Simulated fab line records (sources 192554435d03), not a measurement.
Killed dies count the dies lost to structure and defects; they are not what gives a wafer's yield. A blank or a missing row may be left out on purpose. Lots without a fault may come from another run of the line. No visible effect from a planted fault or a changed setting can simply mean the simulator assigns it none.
Comparing a struck lot with a sound one    flow n5-finfet    35 steps out of a route of 1938
Sound: the wafers L983.1, L983.4, L983.6. Wafers L995.1, L995.4, L995.5 were the ones struck. The cause is given at the end.
Each step with rows lists, per side, the tool, then ch with its chambers, then its first start. Under that, the readings that differ: sound wafers    struck wafers    difference of the means    sigmas: that difference in standard deviations of wafers without a fault.
alike: words and numbers the same on both sides, and readings whose means are apart by under 2 such deviations; not compared: readings that were withheld, readings missing a value for some wafer, numbers with overlapping values and no deviation given by the record, and bounds like >300 which may hide the same value.
A row with sigmas, a row that says differs or no value, or rows on one side alone: a step with any of these is where the two part. When numbers do not overlap yet have no deviation, they are printed without sigmas and do not part them. Lack of a reading on every wafer of one side parts them only where that side has two or more wafers.

first, 12 steps without rows for these wafers: N5_SD_EPI_P_ETCH_37 (etches SOC in N2/H2, overetch 108 nm, time 486 s); N5_SD_EPI_P_STRIP_38 (strips in N2/H2); N5_SD_EPI_P_ETCHBACK_46 (etches SiNx in CH3F/O2, stops on SiO2, target depth 17.5 nm); N5_SD_EPI_P_ETCH_47 (etches SiOCN in CH3F/O2, target depth 25 nm); N5_SD_EPI_P_ETCH_16 (etches SiO2 in CHF3/O2, target depth 5 nm); N5_SD_EPI_P_STRIP_50 (strips in CHF3/O2); N5_SD_EPI_P_SD_RECESS_17 (chemistry HBr/Cl2/O2, target depth 39.1 nm, bt time 3 s); N5_SD_EPI_P_WET_ETCH_45 (etches SiO2 in dHF, time 10.7 s, target depth 2 nm, rinse time 30 s); N5_SD_EPI_P_STRIP_40 (strips in N2/H2); N5_SD_EPI_P_PRECLEAN_52 (cleans in O3/DIW, time 60 s); N5_SD_EPI_P_SRD_20 (time 30 s); N5_SD_EPI_P_PRECLEAN_51 (cleans in NF3:NH3, afs cycles 1, time 20 s, sublimation time 60 s).
N5_SD_EPI_P_VAPOR_ETCH_44: etches SiGe30 in NF3/Ar, time 3.3 s.
  sound on epi-rpcvd-01 ch 0, day 3 07:28; struck on epi-rpcvd-04 ch 0, day 6 11:45
then, 20 steps without rows for these wafers: N5_SD_EPI_P_EPI_21 (deposits SiGe:B, time 355 s); N5_SD_EPI_P_HM_STRIP_48 (strips SiNx in H3PO4, material SiNx, target depth 3 nm); N5_SD_EPI_P_SRD_49 (time 30 s); N5_SD_EPI_P_PRECLEAN_24 (cleans in O3/DIW, time 45 s); N5_SD_EPI_P_PRECLEAN_32 (cleans in dHF, time 10 s); N5_SD_EPI_P_PRECLEAN_33 (cleans in SC2, time 45 s); N5_SD_EPI_P_SRD_25 (time 30 s); N5_SD_ACTIVATION_RTA_00 (time 0 s); N5_SD_ACTIVATION_LSA_01 (time 0.0008 s); N5_ILD0_LINER_00 (material SiNx, target thk 4 nm, pulse time 1 s, purge time 2 s); N5_ILD0_FCVD_FILL_01 (material SiO2 flowable, target thk 200 nm, time 328.3 s); N5_ILD0_CURE_02 (time 1800 s); N5_ILD0_CMP_03 (polishes, stops on SiNx, t overpolish 1.9 s, target thk 197.38 nm); N5_ILD0_CMP_07 (polishes SiO2 flowable, stops on poly-Si, t overpolish 1.18 s, target thk 138.88 nm); N5_ILD0_PRECLEAN_10 (cleans in NF3:NH3, afs cycles 5, time 20 s, sublimation time 60 s); N5_ILD0_ALD_15 (deposits SiNx, target thk 24 nm, pulse time 1 s, ald cycles 480); N5_ILD0_CMP_12 (polishes SiNx, stops on poly-Si, t overpolish 6 s, target thk 17.67 nm); N5_SDB_HM_DEP_00 (deposits SiNx from SiH4/NH3/N2, target thk 40 nm, time 35.3 s); N5_SDB_COAT_03 (time 60 s, resist thk 100 nm); N5_SDB_COAT_04 (time 60 s, resist thk 18 nm).
-- the record jumps here: 5 days lie between the struck wafers' starts before and after (it left off in module SDB and takes up again in module BEOL_M4, whose first step shown is number 1111 of the route) --
N5_BEOL_M4_RC_MEAS_101:
  sound on prober-01 ch 0, day 7 21:38; struck on prober-01 ch 0, day 11 16:16
  no value came back on the struck wafers for any of 5 readings (DIBL_P (mV/V), IOFF_P (nA/um) and others); on the sound wafers DIBL_P (mV/V) reads 35.2 41.3 39.8
  alike: DIBL_N, IOFF_N, ION_N, SS_N, VT_N
-- the record jumps here: 5 days lie between the struck wafers' starts before and after (it left off in module BEOL_M4 and takes up again in module PASSIVATION, whose first step shown is number 1936 of the route) --
N5_PASSIVATION_PROBE_49:
  rows exist in the record for the struck wafers here (prober-02, day 16 04:32), but not for the sound ones

WHERE THEY PART
Last at N5_PASSIVATION_PROBE_49 as far as this record goes, first at N5_BEOL_M4_RC_MEAS_101.

WHY: the cause the simulator had injected
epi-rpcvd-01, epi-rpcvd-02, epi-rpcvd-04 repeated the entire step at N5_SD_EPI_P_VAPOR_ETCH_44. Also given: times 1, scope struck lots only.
